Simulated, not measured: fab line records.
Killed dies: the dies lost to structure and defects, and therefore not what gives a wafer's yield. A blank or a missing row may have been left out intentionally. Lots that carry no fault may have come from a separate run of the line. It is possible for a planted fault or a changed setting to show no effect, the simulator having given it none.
Matching of chambers ; flow n5 finfet ; rie diel-02 running N5_BEOL_M0_SAQP_ETCH_73: 4 sister chambers
The step etches SiARC in CF4, target depth 19.5 nm, time 32.5 s. 4 wafers are shown with their chamber, then 10 later ones without.

## WAFERS, EACH WITH ITS CHAMBER
wafer;chamber;showerhead plenum p Torr (Torr)
L076.6;3;2.10
L089.2;0;2.14
L091.1;1;2.03
L091.3;2;2.25

## WAFERS WITHOUT THEIR CHAMBER
wafer;showerhead plenum p Torr (Torr)
L091.6;2.25
L095.1;2.13
L095.3;2.03
L095.6;2.09
L096.2;2.09
L096.3;2.03
L096.5;2.13
L097.1;2.09
L097.2;2.13
L097.3;2.03

## CHAMBER TAKEN BY EACH
wafer;from the rows above;in truth
L091.6;2;2
L095.1;0;0
L095.3;1;1
L095.6;3;3
L096.2;3;3
L096.3;1;1
L096.5;0;0
L097.1;3;3
L097.2;0;0
L097.3;1;1
Placed correctly: 10 of 10. Can't be placed from these rows: 0. Wrongly placed: 0.
How it was worked out, from the rows above alone: a wafer's distance from a chamber is the root of the sum, over the readings, of the square of ((its reading less the chamber's mean) divided by the reading's scatter). The wafer belongs to the nearest chamber; if the next one is less than 2 further off, it can't be placed. The mean given for a chamber averages the wafers shown for that chamber. The scatter (one wafer shown for each chamber): square how far every hidden wafer sits from the nearest shown wafer, average those squares and take the square root.
